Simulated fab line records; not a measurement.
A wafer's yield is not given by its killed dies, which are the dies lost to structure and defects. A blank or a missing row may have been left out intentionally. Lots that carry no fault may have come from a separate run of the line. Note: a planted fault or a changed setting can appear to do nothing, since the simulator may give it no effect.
Chamber matching -- flow nandHarc -- pecvd-03 running NHARC_A_SGD_CUT_DEP_00: 3 sister chambers
The step deposits SiNx, target thk 50 nm. 6 wafers are shown with their chamber, then 10 later ones without.

WAFERS PAIRED WITH THEIR CHAMBERS
wafer,chamber,heaterPowerW (W)
L085.1,0,551
L084.3,1,690
L084.4,1,699
L084.5,2,695
L089.2,0,564
L089.3,2,675

WAFERS WITHOUT THEIR CHAMBER
wafer,heaterPowerW (W)
L089.5,565
L093.1,667
L093.2,752
L093.4,614
L093.3,624
L093.5,670
L093.6,758
L096.2,638
L096.3,534
L096.5,535

THE CHAMBER EACH PASSED THROUGH
wafer,from the rows above,in truth
L089.5,0,0
L093.1,can't be placed: 2 or 1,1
L093.2,can't be placed: 1 or 2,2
L093.4,can't be placed: 0 or 2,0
L093.3,can't be placed: 2 or 0 or 1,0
L093.5,can't be placed: 2 or 1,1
L093.6,can't be placed: 1 or 2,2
L096.2,can't be placed: 2 or 1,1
L096.3,0,0
L096.5,0,0
Correct placement for 3 of the 10. Cannot be placed on the basis of these rows: 7; the candidates contain the true chamber in 7. Number placed wrongly: 0.
How it was worked out, from the rows above alone: a wafer's distance from a chamber is the root of the sum, over the readings, of the square of ((its reading less the chamber's mean) divided by the reading's scatter). If the next closest chamber is less than 2 further off than the closest, the wafer can't be placed; otherwise it belongs to the closest. Each chamber's mean is taken over the wafers shown for it. The scatter: take each reading less its chamber's mean, square it, sum over the shown wafers, divide by the number of wafers less the number of chambers, and take the root.
